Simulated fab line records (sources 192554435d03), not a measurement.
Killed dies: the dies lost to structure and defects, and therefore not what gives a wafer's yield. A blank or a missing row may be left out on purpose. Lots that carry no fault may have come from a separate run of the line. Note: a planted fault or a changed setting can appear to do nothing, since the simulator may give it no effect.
Split-lot trial -- flow n5Finfet -- 7 lots, 21 wafers read, on a route of 1938 steps

== ON THE SPLIT ==
At N5_BEOL_M9_COAT_60 (time 60 s, resist thk 30 nm), the setting spinRpm was moved away from the recipe's 1500 rpm on 4 of the 21 wafers read, by -8.8% to +5.9%. The other wafers ran this setting at the recipe's value.

== FROM THE SPLIT TO THE READING: what the file shows between them, 4 steps ==
- N5_BEOL_M9_COAT_05: resist thk 90 nm
- N5_BEOL_M9_EBR_07
- N5_BEOL_M9_DESCUM_16: chemistry O2, time 7.9 s
- N5_BEOL_M9_ETCH_61: etches SiARC in CF4, target depth 39 nm, time 65 s

== THE READING ==
SiARC_of_BEOL_M9_COAT_60.thkNm (the simulator's own value, which no gauge read), in nm, at N5_BEOL_M9_ETCH_62 (etches SOC in N2/H2, target depth 110 nm, overetch 22 nm, time 165 s). The file gives no usual value for it. Average 23.5 nm, standard deviation 0.14 nm, over the 17 wafers here run with the recipe.

wafer,"tool, chamber at the split","spinRpm as run, rpm",against the recipe,"SiARC_of_BEOL_M9_COAT_60.thkNm, nm",against lot-mates on the recipe
L075.3,"lithoTrack-02, 0",1368,-8.8%,24.6,+1.2
L075.5,"lithoTrack-02, 0",1368,-8.8%,24.6,+1.2
L075.6,"lithoTrack-02, 0",1500,recipe,23.4,-
L077.2,"lithoTrack-05, 0",1500,recipe,23.6,-
L077.3,"lithoTrack-05, 0",1579,+5.3%,22.6,-0.9
L077.6,"lithoTrack-05, 0",1500,recipe,23.4,-
L079.1,"lithoTrack-04, 0",1500,recipe,23.6,-
L079.3,"lithoTrack-04, 0",1500,recipe,23.6,-
L079.6,"lithoTrack-04, 0",1500,recipe,23.6,-
L085.2,"lithoTrack-02, 0",1500,recipe,23.4,-
L085.5,"lithoTrack-02, 0",1500,recipe,23.8,-
L085.6,"lithoTrack-02, 0",1500,recipe,23.6,-
L089.3,"lithoTrack-02, 0",1500,recipe,23.4,-
L089.6,"lithoTrack-02, 0",1500,recipe,23.4,-
L089.4,"lithoTrack-02, 0",1500,recipe,23.6,-
L091.1,"lithoTrack-04, 0",1500,recipe,23.4,-
L091.4,"lithoTrack-04, 0",1500,recipe,23.2,-
L091.6,"lithoTrack-04, 0",1589,+5.9%,22.4,-0.9
L096.1,"lithoTrack-04, 0",1500,recipe,23.6,-
L096.5,"lithoTrack-04, 0",1500,recipe,23.4,-
L096.6,"lithoTrack-04, 0",1500,recipe,23.4,-

THE FIT
A straight line over all 21 wafers: SiARC_of_BEOL_M9_COAT_60.thkNm changes by -0.142 nm for each +1% of spinRpm; r = -0.95; the points scatter about the line by 0.15 nm.
The same after taking each lot's own level away (the mean of its wafers on the recipe; 21 wafers): -0.144 nm for each +1%; r = -0.98; scatter 0.1 nm.
That fit puts the effect of the largest move of spinRpm on the reading at 1.3 nm.
Across the lots, their own levels run from 23.30 to 23.60 nm, a range of 2.2 times the standard deviation given above.
The two slopes agree, so the slope changes little with the lot-to-lot level.
Check: for one of the wafers moved furthest among these (-8.8%), held out of the fit, the line's prediction against its lot-mates is +1.28 nm. Against them it came out at +1.2 nm.

== THE WHOLE CHAIN: every reading that the file lists as answering this split, in the file's order ==
step,what it does,reading,change (the file's fit),r (the file's)
N5_BEOL_M9_COAT_60,"time 60 s, resist thk 30 nm","SiARC_of_BEOL_M9_COAT_60.thkNm (the simulator's own value, which no gauge read)",-0.156 nm for each +1% of the setting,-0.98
N5_BEOL_M9_ETCH_61,"etches SiARC in CF4, target depth 39 nm, time 65 s",etchRfOnTimeS,withheld for each +1% of the setting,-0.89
N5_BEOL_M9_ETCH_61,"etches SiARC in CF4, target depth 39 nm, time 65 s","CAR-ArF_of_BEOL_M9_COAT_05.thkNm (the simulator's own value, which no gauge read)",+0.145 nm for each +1% of the setting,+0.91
N5_BEOL_M9_ETCH_61,"etches SiARC in CF4, target depth 39 nm, time 65 s","etch.depthNm (the simulator's own value, which no gauge read)",-0.156 nm for each +1% of the setting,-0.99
N5_BEOL_M9_ETCH_62,"etches SOC in N2/H2, target depth 110 nm, overetch 22 nm, time 165 s","SiARC_of_BEOL_M9_COAT_60.thkNm (the simulator's own value, which no gauge read)",-0.147 nm for each +1% of the setting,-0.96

== THE FILE'S OWN FIT ==
SiARC_of_BEOL_M9_COAT_60.thkNm changes by -0.147 nm for each +1% of spinRpm, r = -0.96.
